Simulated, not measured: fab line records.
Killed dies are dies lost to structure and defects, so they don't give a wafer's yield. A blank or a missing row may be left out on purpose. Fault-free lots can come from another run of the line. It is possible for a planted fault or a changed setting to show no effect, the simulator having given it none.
2 desks looking at one fault ; flow nandHarc ; what lay behind the numbers comes last; until then each desk has only its own

== THE DEFECT DESK ==
Per lot, the means of the sampled wafers with a number show what the inspections along the route counted. Marked OUT: a lot whose mean sits more than 4 standard deviations from the usual mean, which makes it out of limits; the brackets give that distance.
Columns: A = rawDefectCount at NHARC_P_M2_INSPECT_27, usual 352
lot;first seen here;A
L765;day 6 09:37;187
L766;day 6 21:09;378
L767;day 7 07:39;378
L772;day 7 15:22;347
L771;day 7 19:54;319
L773;day 8 09:13;387
L774;day 8 16:02;270
L776;day 9 00:20;341
L781;day 10 01:53;1653 (+9.3) OUT
L785;day 11 10:45;368
L788;day 12 04:35;448
This desk finds L781 out of limits, L781 being first, at day 10 01:53 (rawDefectCount at NHARC_P_M2_INSPECT_27). Within limits: L765, L766, L767, L772, L771, L773, L774, L776, L785, L788.

== TOOL OWNER'S DESK, cmp-03 ==
The tool's own readings at NHARC_P_M2_CMP_23 (polishes, t overpolish 20 s, target thk 144.3 nm): means of the sampled wafers that have a number, for each lot that ran on this tool. Marked OUT: a lot whose mean sits more than 4 standard deviations from the usual mean, which makes it out of limits; the brackets give that distance.
Columns: A = motorCurrentA at NHARC_P_M2_CMP_23, usual 12.5 A; B = timeToEndpointS at NHARC_P_M2_CMP_23, usual 29.1 s
lot;first seen here;A;B
L765;day 6 09:10;12.4;27.1
L766;day 6 20:41;12.8;25.5
L781;day 10 01:25;13.4;31.7
Result from this desk: across the 3 lots, nothing is out of limits.

== PUT TOGETHER ==
The defect desk could have raised an alarm at day 10 01:53, on L781.
The desk of the tool owner found nothing out of limits.
Tool owner's desk: L781 on record, inside its limits.
On cmp-03, each named lot ran NHARC_P_M2_CMP_23.

== WHAT THE SIMULATOR HAD PUT IN ==
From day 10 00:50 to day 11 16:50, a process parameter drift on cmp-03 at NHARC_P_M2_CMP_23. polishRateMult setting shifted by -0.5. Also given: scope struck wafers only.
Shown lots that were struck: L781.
Hours from the fault's start to each desk's first reading out of limits: the defect desk, 1.
